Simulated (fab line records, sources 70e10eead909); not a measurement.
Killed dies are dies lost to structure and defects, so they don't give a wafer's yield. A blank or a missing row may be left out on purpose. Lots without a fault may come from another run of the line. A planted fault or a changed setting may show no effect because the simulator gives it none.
Chamber matching | flow nand_harc | NHARC_A_M0_ETCH_34 on rie_diel-05: 4 sister chambers
The step etches the open film in N2/H2, target depth 40 nm, overetch 12 nm, time 43.94 s. 20 wafers are shown with their chamber, then 10 later ones without.

WAFERS WITH THEIR CHAMBER
wafer  | chamber | drypump_motor_current_A (A) | oes_product_au (a.u.) | rf_vpp_V (V)
L076.1 | 2       | 6.3                         | 1.008                 | 435.0
L076.4 | 1       | 6.3                         | 1.017                 | 429.9
L076.5 | 2       | 6.3                         | 1.015                 | 434.0
L075.1 | 1       | 6.3                         | 1.010                 | 431.3
L075.4 | 0       | 5.1                         | 0.987                 | 433.3
L075.5 | 0       | 5.1                         | 0.980                 | 433.7
L079.2 | 3       | 6.3                         | 1.007                 | 433.5
L079.4 | 1       | 6.3                         | 1.033                 | 431.8
L079.5 | 3       | 6.3                         | 1.007                 | 435.1
L086.1 | 3       | 6.3                         | 0.992                 | 434.2
L086.3 | 0       | 5.1                         | 0.982                 | 433.5
L086.4 | 1       | 6.3                         | 1.017                 | 431.7
L091.2 | 0       | 5.1                         | 0.965                 | 432.5
L091.3 | 2       | 6.3                         | 0.984                 | 434.0
L091.4 | 3       | 6.3                         | 1.004                 | 431.7
L088.2 | 2       | 6.3                         | 0.995                 | 434.2
L088.5 | 3       | 6.3                         | 0.999                 | 434.2
L088.6 | 0       | 5.1                         | 0.971                 | 432.5
L093.1 | 2       | 6.2                         | 1.008                 | 434.0
L093.2 | 3       | 6.3                         | 1.005                 | 434.2

SIGNATURES (means of the wafers above)
reading                 | chamber 0 | chamber 1 | chamber 2 | chamber 3 | scatter within a chamber
drypump_motor_current_A | 5.100     | 6.300     | 6.280     | 6.300     | 0.0224
oes_product_au          | 0.97700   | 1.01925   | 1.00200   | 1.00233   | 0.0093
rf_vpp_V                | 433.100   | 431.175   | 434.240   | 433.817   | 0.829
Rule: a wafer's distance from a chamber is the root of the sum, over the readings, of the square of ((its reading less the chamber's mean) divided by the reading's scatter). The wafer belongs to the nearest chamber; if the next one is less than 2 further off, it can't be placed. The scatter: the root of (the sum of the squares of (reading less its chamber's mean) over the shown wafers, divided by (wafers less chambers)).

WAFERS WITHOUT THEIR CHAMBER
wafer  | drypump_motor_current_A (A) | oes_product_au (a.u.) | rf_vpp_V (V)
L093.5 | 5.1                         | 0.986                 | 434.4
L092.2 | 6.3                         | 1.007                 | 434.1
L092.4 | 6.3                         | 1.003                 | 433.8
L092.6 | 6.3                         | 1.015                 | 429.7
L094.1 | 5.1                         | 0.975                 | 432.6
L094.2 | 6.3                         | 1.003                 | 433.6
L094.3 | 6.3                         | 1.007                 | 430.0
L096.1 | 6.3                         | 1.007                 | 434.6
L096.4 | 6.3                         | 0.990                 | 434.6
L096.6 | 6.3                         | 1.008                 | 431.0

WHICH CHAMBER EACH WENT THROUGH
wafer  | from the rows above     | in truth
L093.5 | 0                       | 0
L092.2 | can't be placed: 3 or 2 | 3
L092.4 | can't be placed: 3 or 2 | 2
L092.6 | 1                       | 1
L094.1 | 0                       | 0
L094.2 | can't be placed: 3 or 2 | 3
L094.3 | 1                       | 1
L096.1 | can't be placed: 3 or 2 | 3
L096.4 | can't be placed: 3 or 2 | 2
L096.6 | 1                       | 1
Placed correctly: 5 of 10. Can't be placed from these rows: 5 (the true chamber is among the candidates in 5). Placed wrongly: 0.
